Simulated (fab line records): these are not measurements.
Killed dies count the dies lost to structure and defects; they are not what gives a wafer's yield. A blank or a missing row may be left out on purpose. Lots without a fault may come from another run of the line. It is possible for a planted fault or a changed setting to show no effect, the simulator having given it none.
Chamber matching | flow n5Finfet | rieDiel-06 running N5_BEOL_M5_DESCUM_16: 4 sister chambers
The step chemistry O2, time 7 s. 4 wafers are shown with their chamber, then 11 later ones without.

== EACH WAFER AND ITS CHAMBER ==
wafer  | chamber | drypumpMotorCurrentA (A)
L083.3 | 0       | 4.9
L084.1 | 1       | 5.7
L084.4 | 2       | 5.2
L090.2 | 3       | 5.4

== WAFERS WITH NO CHAMBER GIVEN ==
wafer  | drypumpMotorCurrentA (A)
L090.4 | 5.7
L090.6 | 5.4
L088.2 | 5.4
L088.3 | 4.9
L088.6 | 4.9
L092.1 | 5.3
L092.2 | 5.7
L092.4 | 5.7
L097.1 | 5.2
L097.5 | 5.2
L097.6 | 4.9

== CHAMBER TAKEN BY EACH ==
wafer  | from the rows above     | in truth
L090.4 | 1                       | 1
L090.6 | 3                       | 3
L088.2 | 3                       | 3
L088.3 | 0                       | 0
L088.6 | 0                       | 0
L092.1 | can't be placed: 2 or 3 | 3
L092.2 | 1                       | 1
L092.4 | 1                       | 1
L097.1 | 2                       | 2
L097.5 | 2                       | 2
L097.6 | 0                       | 0
10 of 11 placed correctly. From these rows, 1 cannot be placed; in 1 the true chamber is one of the candidates. 0 placed wrongly.
How it was worked out, from the rows above alone: a wafer's distance from a chamber is the root of the sum, over the readings, of the square of ((its reading less the chamber's mean) divided by the reading's scatter). If the next closest chamber is less than 2 further off than the closest, the wafer can't be placed; otherwise it belongs to the closest. For every chamber, the mean is computed from those of its wafers that are shown. The scatter (one wafer shown for each chamber): square how far every hidden wafer sits from the nearest shown wafer, average those squares and take the square root.
